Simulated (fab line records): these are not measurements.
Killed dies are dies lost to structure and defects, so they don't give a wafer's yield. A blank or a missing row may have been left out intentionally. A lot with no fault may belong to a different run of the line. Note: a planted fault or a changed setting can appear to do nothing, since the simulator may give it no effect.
Matching of chambers + flow n5-finfet + N5_BEOL_M4_DEP_57 on pecvd-03 has 3 sister chambers
The step deposits SiCN from 3MS/NH3, target thk 8 nm, time 14 s. 14 wafers are shown with their chamber, then 7 later ones without.

== WAFERS PAIRED WITH THEIR CHAMBERS ==
| wafer  | chamber | throttle-valve-pct (%) | showerhead-plenum-p-Torr (Torr) |
|--------|---------|------------------------|---------------------------------|
| L074.2 | 2       | 8.6                    | 3.657                           |
| L074.3 | 0       | 9.7                    | 3.660                           |
| L074.4 | 2       | 8.7                    | 3.647                           |
| L079.2 | 1       | 10.1                   | 3.658                           |
| L079.3 | 0       | 10.0                   | 3.658                           |
| L079.6 | 1       | 10.0                   | 3.654                           |
| L083.3 | 0       | 9.6                    | 3.645                           |
| L083.4 | 1       | 10.0                   | 3.652                           |
| L083.5 | 1       | 10.1                   | 3.655                           |
| L089.2 | 0       | 9.9                    | 3.647                           |
| L089.3 | 1       | 9.8                    | 3.652                           |
| L089.6 | 0       | 9.9                    | 3.654                           |
| L092.1 | 0       | 10.0                   | 3.650                           |
| L092.2 | 2       | 7.9                    | 3.644                           |

SIGNATURES (averages over the wafers above)
| reading                  | chamber 0 | chamber 1 | chamber 2 | scatter within a chamber |
|--------------------------|-----------|-----------|-----------|--------------------------|
| throttle-valve-pct       | 9.850     | 10.000    | 8.400     | 0.229                    |
| showerhead-plenum-p-Torr | 3.65233   | 3.65420   | 3.64933   | 0.00521                  |
Rule: for a wafer and a chamber, the distance is found by dividing, reading by reading, the gap between the wafer's reading and the chamber's mean by the reading's scatter, squaring, summing and taking the root. The wafer belongs to the nearest chamber; if the next one is less than 2 further off, it can't be placed. The scatter: the root of (the sum of the squares of (reading less its chamber's mean) over the shown wafers, divided by (wafers less chambers)).

== WAFERS WHOSE CHAMBER IS MISSING ==
| wafer  | throttle-valve-pct (%) | showerhead-plenum-p-Torr (Torr) |
|--------|------------------------|---------------------------------|
| L092.3 | 9.6                    | 3.661                           |
| L091.1 | 7.8                    | 3.653                           |
| L091.4 | 7.8                    | 3.648                           |
| L091.5 | 10.2                   | 3.646                           |
| L097.2 | 9.9                    | 3.646                           |
| L097.4 | 10.2                   | 3.642                           |
| L097.5 | 7.9                    | 3.651                           |

== WHICH CHAMBER EACH WENT THROUGH ==
| wafer  | from the rows above     | in truth |
|--------|-------------------------|----------|
| L092.3 | can't be placed: 0 or 1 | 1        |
| L091.1 | 2                       | 2        |
| L091.4 | 2                       | 2        |
| L091.5 | can't be placed: 1 or 0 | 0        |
| L097.2 | can't be placed: 0 or 1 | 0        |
| L097.4 | can't be placed: 1 or 0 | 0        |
| L097.5 | 2                       | 2        |
Correctly placed: 3 of 7. Cannot be placed on the basis of these rows: 4; the candidates contain the true chamber in 4. Placed wrongly: 0.
